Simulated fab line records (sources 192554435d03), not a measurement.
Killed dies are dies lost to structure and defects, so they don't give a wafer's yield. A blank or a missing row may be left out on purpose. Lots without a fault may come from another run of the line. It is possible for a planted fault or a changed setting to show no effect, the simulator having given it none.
Chamber matching / flow n5Finfet / N5_GATE_CUT_SAC_CAP_01 on aldSin-01 has 4 sister chambers
The step material SiNx, target thk 24 nm, pulse time 1 s, ald cycles 480. 4 wafers are shown with their chamber, then 9 later ones without.

== WAFERS PAIRED WITH THEIR CHAMBERS ==
wafer=L080.3; chamber=1; heaterPowerW (W)=760
wafer=L080.5; chamber=0; heaterPowerW (W)=966
wafer=L088.3; chamber=3; heaterPowerW (W)=800
wafer=L088.6; chamber=2; heaterPowerW (W)=874

== WAFERS MISSING THEIR CHAMBER ==
wafer=L089.3; heaterPowerW (W)=787
wafer=L089.4; heaterPowerW (W)=778
wafer=L089.6; heaterPowerW (W)=987
wafer=L090.4; heaterPowerW (W)=760
wafer=L090.5; heaterPowerW (W)=951
wafer=L090.6; heaterPowerW (W)=798
wafer=L094.2; heaterPowerW (W)=888
wafer=L094.4; heaterPowerW (W)=867
wafer=L094.6; heaterPowerW (W)=996

== EACH ONE'S CHAMBER ==
wafer=L089.3; from the rows above=can't be placed: 3 or 1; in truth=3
wafer=L089.4; from the rows above=can't be placed: 1 or 3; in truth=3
wafer=L089.6; from the rows above=0; in truth=0
wafer=L090.4; from the rows above=1; in truth=1
wafer=L090.5; from the rows above=0; in truth=0
wafer=L090.6; from the rows above=3; in truth=3
wafer=L094.2; from the rows above=2; in truth=2
wafer=L094.4; from the rows above=2; in truth=2
wafer=L094.6; from the rows above=0; in truth=0
Placed correctly: 7 of 9. From these rows, 2 cannot be placed; in 2 the true chamber is one of the candidates. 0 placed wrongly.
How it was worked out, from the rows above alone: a wafer's distance from a chamber is the root of the sum, over the readings, of the square of ((its reading less the chamber's mean) divided by the reading's scatter). If the next closest chamber is less than 2 further off than the closest, the wafer can't be placed; otherwise it belongs to the closest. The mean given for a chamber averages the wafers shown for that chamber. The scatter: with one shown wafer a chamber, the root of the mean of the squares of how far each hidden wafer lies from its nearest shown one.
